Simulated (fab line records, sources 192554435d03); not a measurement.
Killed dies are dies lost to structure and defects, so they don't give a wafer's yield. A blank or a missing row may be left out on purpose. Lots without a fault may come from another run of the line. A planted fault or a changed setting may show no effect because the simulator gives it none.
Which tool did it? | flow n5_finfet | 24 lots, 72 wafers sampled, at 6 steps of a route of 1938

WHAT THE GAUGES READ, wafer by wafer
N5_BEOL_M4_RS_MEAS_58: measures by four-point-probe. Usual: M4_RS 0.70 ohm/sq, standard deviation 0.042.
lot  | measured     | on            | M4_RS (ohm/sq) | flag
L075 | day 7 19:08  | film_metro-01 | 0.81 0.84 0.82 |
L074 | day 8 09:57  | film_metro-01 | 0.75 0.73 0.75 |
L076 | day 8 10:19  | film_metro-01 | 0.69 0.68 0.71 |
L077 | day 8 13:11  | film_metro-02 | 0.70 0.68 0.75 |
L079 | day 9 03:45  | film_metro-02 | 0.72 0.68 0.73 |
L078 | day 9 03:13  | film_metro-02 | 0.73 0.75 0.72 |
L080 | day 9 11:43  | film_metro-02 | 0.67 0.69 0.70 |
L082 | day 9 18:09  | film_metro-02 | 0.68 0.67 0.65 |
L081 | day 9 18:11  | film_metro-01 | 0.73 0.69 0.79 |
L083 | day 9 22:41  | film_metro-02 | 0.72 0.66 0.69 |
L084 | day 10 10:12 | film_metro-02 | 0.74 0.68 0.72 |
L085 | day 10 17:20 | film_metro-01 | 0.69 0.68 0.65 |
L086 | day 11 02:02 | film_metro-02 | 0.71 0.66 0.73 |
L087 | day 11 21:10 | film_metro-02 | 0.72 0.72 0.74 |
L088 | day 11 23:36 | film_metro-02 | 0.76 0.74 0.79 |
L089 | day 12 01:41 | film_metro-01 | 0.68 0.74 0.67 |
L091 | day 12 05:10 | film_metro-02 | 0.72 0.63 0.74 |
L090 | day 12 04:21 | film_metro-01 | 0.68 0.62 0.71 |
L092 | day 13 01:11 | film_metro-01 | 0.66 0.67 0.68 |
L093 | day 12 22:42 | film_metro-01 | 0.69 0.70 0.71 |
L094 | day 13 01:31 | film_metro-01 | 0.71 0.64 0.69 |
L095 | day 13 07:08 | film_metro-01 | 0.68 0.64 0.65 |
L096 | day 13 15:47 | film_metro-01 | 0.70 0.69 0.67 |
L097 | day 13 20:30 | film_metro-01 | 0.65 0.71 0.70 |

WHICH TOOL RAN EACH LOT (tool, then ch and the chambers of the sampled wafers, then the start)
lot  | N5_BEOL_M4_ETCH_69                 | N5_BEOL_M4_DEGAS_44          | N5_BEOL_M4_PRE_CLEAN_45      | N5_BEOL_M4_ANNEAL_89         | N5_BEOL_M4_DEP_57
L075 | rie_diel-06 ch 0,2, day 7 10:13    | pvd_sputter-03, day 7 15:27  | pvd_sputter-03, day 7 15:29  | pvd_sputter-02, day 7 17:07  | pecvd-04 ch 1,2, day 7 19:04
L074 | rie_diel-06 ch 0,1, day 7 13:58    | pvd_sputter-01, day 8 06:28  | pvd_sputter-01, day 8 06:30  | pvd_sputter-01, day 8 08:06  | pecvd-04 ch 0,2, day 8 09:53
L076 | rie_diel-02 ch 0,1, day 7 16:57    | pvd_sputter-03, day 8 06:31  | pvd_sputter-03, day 8 06:34  | pvd_sputter-02, day 8 08:28  | pecvd-04 ch 0,1,2, day 8 10:15
L077 | rie_diel-05 ch 0,1,3, day 7 22:47  | pvd_sputter-02, day 8 09:37  | pvd_sputter-02, day 8 09:39  | pvd_sputter-03, day 8 11:20  | pecvd-04 ch 0,1,2, day 8 13:07
L079 | rie_diel-02 ch 0,2,3, day 8 18:25  | pvd_sputter-02, day 9 00:05  | pvd_sputter-02, day 9 00:07  | pvd_sputter-01, day 9 01:54  | pecvd-02 ch 0,1, day 9 03:41
L078 | rie_diel-06 ch 0,3, day 8 21:27    | pvd_sputter-02, day 8 23:28  | pvd_sputter-02, day 8 23:30  | pvd_sputter-02, day 9 01:22  | pecvd-04 ch 1,2, day 9 03:08
L080 | rie_diel-05 ch 0,1,2, day 9 07:24  | pvd_sputter-02, day 9 08:22  | pvd_sputter-02, day 9 08:24  | pvd_sputter-03, day 9 09:52  | pecvd-02 ch 0,1, day 9 11:39
L082 | rie_diel-02 ch 0,1,3, day 9 10:41  | pvd_sputter-01, day 9 14:32  | pvd_sputter-01, day 9 14:34  | pvd_sputter-03, day 9 16:12  | pecvd-01 ch 1, day 9 18:04
L081 | rie_diel-05 ch 1,2, day 9 11:15    | pvd_sputter-03, day 9 14:40  | pvd_sputter-03, day 9 14:43  | pvd_sputter-02, day 9 16:20  | pecvd-04 ch 1,2, day 9 18:07
L083 | rie_diel-02 ch 1,2,3, day 9 12:34  | pvd_sputter-02, day 9 15:00  | pvd_sputter-02, day 9 15:02  | pvd_sputter-01, day 9 17:38  | pecvd-04 ch 0,2, day 9 22:37
L084 | rie_diel-02 ch 0,1,2, day 10 05:35 | pvd_sputter-03, day 10 06:48 | pvd_sputter-03, day 10 06:50 | pvd_sputter-01, day 10 08:21 | pecvd-02 ch 0,1,2, day 10 10:08
L085 | rie_diel-06 ch 0,2, day 10 12:47   | pvd_sputter-01, day 10 13:35 | pvd_sputter-01, day 10 13:37 | pvd_sputter-01, day 10 15:07 | pecvd-02 ch 0,1, day 10 17:16
L086 | rie_diel-06 ch 2,3, day 10 16:53   | pvd_sputter-02, day 10 22:35 | pvd_sputter-02, day 10 22:37 | pvd_sputter-03, day 11 00:11 | pecvd-02 ch 0,1,2, day 11 01:58
L087 | rie_diel-06 ch 0,2, day 11 11:25   | pvd_sputter-01, day 11 15:53 | pvd_sputter-01, day 11 15:55 | pvd_sputter-01, day 11 18:53 | pecvd-01 ch 0,2, day 11 21:05
L088 | rie_diel-05 ch 1,2, day 11 17:38   | pvd_sputter-02, day 11 20:07 | pvd_sputter-02, day 11 20:10 | pvd_sputter-03, day 11 21:45 | pecvd-04 ch 0,2, day 11 23:32
L089 | rie_diel-02 ch 0,2,3, day 11 20:20 | pvd_sputter-02, day 11 21:28 | pvd_sputter-02, day 11 21:30 | pvd_sputter-03, day 11 23:43 | pecvd-01 ch 0,1, day 12 01:37
L091 | rie_diel-06 ch 2,3, day 11 21:15   | pvd_sputter-02, day 12 00:31 | pvd_sputter-02, day 12 00:34 | pvd_sputter-03, day 12 03:14 | pecvd-02 ch 0,1, day 12 05:05
L090 | rie_diel-05 ch 0,1,2, day 11 21:19 | pvd_sputter-03, day 12 00:50 | pvd_sputter-03, day 12 00:52 | pvd_sputter-02, day 12 02:29 | pecvd-02 ch 0,1,2, day 12 04:17
L092 | rie_diel-05 ch 0,3, day 12 05:58   | pvd_sputter-02, day 12 21:43 | pvd_sputter-02, day 12 21:45 | pvd_sputter-02, day 12 23:15 | pecvd-01 ch 1,2, day 13 01:07
L093 | rie_diel-05 ch 0,2, day 12 12:11   | pvd_sputter-01, day 12 17:52 | pvd_sputter-01, day 12 17:54 | pvd_sputter-01, day 12 20:44 | pecvd-04 ch 1,2, day 12 22:32
L094 | rie_diel-02 ch 2,3, day 12 15:03   | pvd_sputter-02, day 12 21:47 | pvd_sputter-02, day 12 21:50 | pvd_sputter-03, day 12 23:38 | pecvd-01 ch 1,2, day 13 01:26
L095 | rie_diel-02 ch 0,2,3, day 12 22:20 | pvd_sputter-01, day 13 03:37 | pvd_sputter-01, day 13 03:39 | pvd_sputter-02, day 13 05:17 | pecvd-04 ch 1,2, day 13 07:04
L096 | rie_diel-02 ch 0,3, day 13 08:08   | pvd_sputter-02, day 13 11:57 | pvd_sputter-02, day 13 11:59 | pvd_sputter-01, day 13 13:39 | pecvd-01 ch 0,1,2, day 13 15:43
L097 | rie_diel-06 ch 0,2, day 13 13:04   | pvd_sputter-02, day 13 15:22 | pvd_sputter-02, day 13 15:25 | pvd_sputter-02, day 13 18:39 | pecvd-01 ch 1,2, day 13 20:26
- N5_BEOL_M4_ETCH_69: etches SiARC in CF4, target depth 15.6 nm, time 26 s.
- N5_BEOL_M4_DEGAS_44: time 60 s.
- N5_BEOL_M4_PRE_CLEAN_45: time 30 s.
- N5_BEOL_M4_ANNEAL_89: time 240 s.
- N5_BEOL_M4_DEP_57: deposits SiCN from 3MS/NH3, target thk 8 nm, time 14 s.

WHAT THE TOOLS THEMSELVES READ (means of the sampled wafers that have a number; where no wafer has one, the mark that the record gives instead)
N5_BEOL_M4_ETCH_69. Usual: drypump_motor_current_A 5.6 A, standard deviation 0.53; etch_rf_on_time_s 26.1 s, standard deviation 0.69; oes_product_au 0.68 a.u., standard deviation 0.069; rf_vpp_V 184.1 V, standard deviation 1.2; showerhead_plenum_p_Torr 2.15 Torr, standard deviation 0.071; throttle_valve_pct 15.5 %, standard deviation 0.33.
lot  | tool        | drypump_motor_current_A (A) | etch_rf_on_time_s (s) | oes_product_au (a.u.) | rf_vpp_V (V) | showerhead_plenum_p_Torr (Torr) | throttle_valve_pct (%) | flag
L075 | rie_diel-06 | 5.9                         | 25.5                  | 0.66                  | 183.3        | 2.12                            | 15.9                   |
L074 | rie_diel-06 | 5.1                         | 25.6                  | 0.64                  | 184.0        | 2.16                            | 15.5                   |
L076 | rie_diel-02 | 5.8                         | 25.7                  | 0.69                  | 184.2        | 2.13                            | 15.4                   |
L077 | rie_diel-05 | 5.1                         | 26.5                  | 0.69                  | 184.0        | 2.10                            | 15.3                   |
L079 | rie_diel-02 | 5.6                         | 26.0                  | 0.71                  | 185.6        | 2.17                            | 15.3                   |
L078 | rie_diel-06 | 6.1                         | 26.5                  | 0.65                  | 185.2        | 2.22                            | 15.7                   |
L080 | rie_diel-05 | 5.2                         | 26.3                  | 0.70                  | 183.9        | 2.11                            | 15.3                   |
L082 | rie_diel-02 | 5.8                         | 26.1                  | 0.66                  | 183.7        | 2.14                            | 15.5                   |
L081 | rie_diel-05 | 5.4                         | 26.5                  | 0.69                  | 184.0        | 2.14                            | 15.3                   |
L083 | rie_diel-02 | 5.7                         | 26.1                  | 0.67                  | 184.4        | 2.20                            | 15.4                   |
L084 | rie_diel-02 | 5.7                         | 26.1                  | 0.68                  | 184.8        | 2.18                            | 15.4                   |
L085 | rie_diel-06 | 5.5                         | 25.8                  | 0.70                  | 183.5        | 2.19                            | 15.6                   |
L086 | rie_diel-06 | 6.5                         | 26.2                  | 0.59                  | 184.1        | 2.09                            | 16.1                   |
L087 | rie_diel-06 | 6.0                         | 25.5                  | 0.64                  | 184.5        | 2.11                            | 16.0                   |
L088 | rie_diel-05 | 5.1                         | 26.1                  | 0.71                  | 182.9        | 2.12                            | 15.3                   |
L089 | rie_diel-02 | 5.6                         | 25.7                  | 0.69                  | 184.6        | 2.16                            | 15.3                   |
L091 | rie_diel-06 | 6.5                         | 26.5                  | 0.58                  | 184.5        | 2.15                            | 16.0                   |
L090 | rie_diel-05 | 5.3                         | 26.9                  | 0.67                  | 183.0        | 2.10                            | 15.3                   |
L092 | rie_diel-05 | 5.3                         | 27.2                  | 0.68                  | 182.5        | 2.08                            | 15.3                   |
L093 | rie_diel-05 | 5.5                         | 27.2                  | 0.63                  | 183.1        | 2.11                            | 15.5                   |
L094 | rie_diel-02 | 5.6                         | 25.9                  | 0.67                  | 184.2        | 2.18                            | 15.3                   |
L095 | rie_diel-02 | 5.6                         | 25.8                  | 0.68                  | 184.6        | 2.16                            | 15.3                   |
L096 | rie_diel-02 | 5.8                         | 25.5                  | 0.66                  | 183.3        | 2.12                            | 15.4                   |
L097 | rie_diel-06 | 6.0                         | 25.2                  | 0.82                  | 184.9        | 2.28                            | 15.6                   |

N5_BEOL_M4_DEGAS_44. Usual: heater_power_w 349 W, standard deviation 15.
lot  | tool           | heater_power_w (W) | flag
L075 | pvd_sputter-03 | 346                |
L074 | pvd_sputter-01 | 366                |
L076 | pvd_sputter-03 | 345                |
L077 | pvd_sputter-02 | 345                |
L079 | pvd_sputter-02 | 349                |
L078 | pvd_sputter-02 | 343                |
L080 | pvd_sputter-02 | 346                |
L082 | pvd_sputter-01 | 356                |
L081 | pvd_sputter-03 | 347                |
L083 | pvd_sputter-02 | 347                |
L084 | pvd_sputter-03 | 354                |
L085 | pvd_sputter-01 | 334                |
L086 | pvd_sputter-02 | 347                |
L087 | pvd_sputter-01 | 361                |
L088 | pvd_sputter-02 | 349                |
L089 | pvd_sputter-02 | 345                |
L091 | pvd_sputter-02 | 351                |
L090 | pvd_sputter-03 | 338                |
L092 | pvd_sputter-02 | 350                |
L093 | pvd_sputter-01 | 341                |
L094 | pvd_sputter-02 | 340                |
L095 | pvd_sputter-01 | 354                |
L096 | pvd_sputter-02 | 347                |
L097 | pvd_sputter-02 | 351                |

N5_BEOL_M4_PRE_CLEAN_45. Usual: heater_power_w 348 W, standard deviation 15.
lot  | tool           | heater_power_w (W) | flag
L075 | pvd_sputter-03 | 343                |
L074 | pvd_sputter-01 | 360                |
L076 | pvd_sputter-03 | 335                |
L077 | pvd_sputter-02 | 344                |
L079 | pvd_sputter-02 | 349                |
L078 | pvd_sputter-02 | 345                |
L080 | pvd_sputter-02 | 351                |
L082 | pvd_sputter-01 | 346                |
L081 | pvd_sputter-03 | 348                |
L083 | pvd_sputter-02 | 346                |
L084 | pvd_sputter-03 | 349                |
L085 | pvd_sputter-01 | 334                |
L086 | pvd_sputter-02 | 351                |
L087 | pvd_sputter-01 | 368                |
L088 | pvd_sputter-02 | 346                |
L089 | pvd_sputter-02 | 340                |
L091 | pvd_sputter-02 | 353                |
L090 | pvd_sputter-03 | 339                |
L092 | pvd_sputter-02 | 357                |
L093 | pvd_sputter-01 | 340                |
L094 | pvd_sputter-02 | 343                |
L095 | pvd_sputter-01 | 349                |
L096 | pvd_sputter-02 | 358                |
L097 | pvd_sputter-02 | 348                |

N5_BEOL_M4_ANNEAL_89. Usual: heater_power_w 868 W, standard deviation 41.
lot  | tool           | heater_power_w (W) | flag
L075 | pvd_sputter-02 | 877                |
L074 | pvd_sputter-01 | 877                |
L076 | pvd_sputter-02 | 902                |
L077 | pvd_sputter-03 | 870                |
L079 | pvd_sputter-01 | 884                |
L078 | pvd_sputter-02 | 854                |
L080 | pvd_sputter-03 | 860                |
L082 | pvd_sputter-03 | 838                |
L081 | pvd_sputter-02 | 871                |
L083 | pvd_sputter-01 | 870                |
L084 | pvd_sputter-01 | 844                |
L085 | pvd_sputter-01 | 847                |
L086 | pvd_sputter-03 | 899                |
L087 | pvd_sputter-01 | 907                |
L088 | pvd_sputter-03 | 850                |
L089 | pvd_sputter-03 | 835                |
L091 | pvd_sputter-03 | 872                |
L090 | pvd_sputter-02 | 872                |
L092 | pvd_sputter-02 | 860                |
L093 | pvd_sputter-01 | 863                |
L094 | pvd_sputter-03 | 867                |
L095 | pvd_sputter-02 | 870                |
L096 | pvd_sputter-01 | 876                |
L097 | pvd_sputter-02 | 887                |

N5_BEOL_M4_DEP_57. Usual: showerhead_plenum_p_Torr 3.659 Torr, standard deviation 0.015; throttle_valve_pct 9.0 %, standard deviation 0.3.
lot  | tool     | showerhead_plenum_p_Torr (Torr) | throttle_valve_pct (%) | flag
L075 | pecvd-04 | 3.656                           | 9.1                    |
L074 | pecvd-04 | 3.655                           | 8.8                    |
L076 | pecvd-04 | 3.656                           | 9.0                    |
L077 | pecvd-04 | 3.650                           | 9.0                    |
L079 | pecvd-02 | 3.656                           | 8.9                    |
L078 | pecvd-04 | 3.668                           | 9.2                    |
L080 | pecvd-02 | 3.648                           | 9.0                    |
L082 | pecvd-01 | 3.662                           | 9.4                    |
L081 | pecvd-04 | 3.661                           | 9.1                    |
L083 | pecvd-04 | 3.656                           | 8.9                    |
L084 | pecvd-02 | 3.656                           | 8.8                    |
L085 | pecvd-02 | 3.644                           | 8.9                    |
L086 | pecvd-02 | 3.659                           | 8.8                    |
L087 | pecvd-01 | 3.668                           | 8.8                    |
L088 | pecvd-04 | 3.671                           | 9.2                    |
L089 | pecvd-01 | 3.662                           | 9.0                    |
L091 | pecvd-02 | 3.658                           | 8.9                    |
L090 | pecvd-02 | 3.656                           | 8.9                    |
L092 | pecvd-01 | 3.671                           | 8.9                    |
L093 | pecvd-04 | 3.658                           | 9.2                    |
L094 | pecvd-01 | 3.676                           | 9.0                    |
L095 | pecvd-04 | 3.669                           | 9.3                    |
L096 | pecvd-01 | 3.668                           | 9.1                    |
L097 | pecvd-01 | 3.668                           | 9.2                    |

THE ANSWER, worked out from the rows above alone
Rule: a lot is off if the mean of its wafers that have a number lies more than 3 standard deviations from the usual mean. A lot without any number at a reading at which 4 lots or more have one is off too. The other lots that the step has rows for count as sound. The gauges are gone through in route order, then the tools' own readings, and for those a lot's mean is taken as printed above. The first step at which some lot is off is used, and at that step the reading that is off furthest; a lot without a number counts as furthest.
No lot is off at any reading shown: from this, nothing can be told.

WHAT THE SIMULATOR HAD PUT IN
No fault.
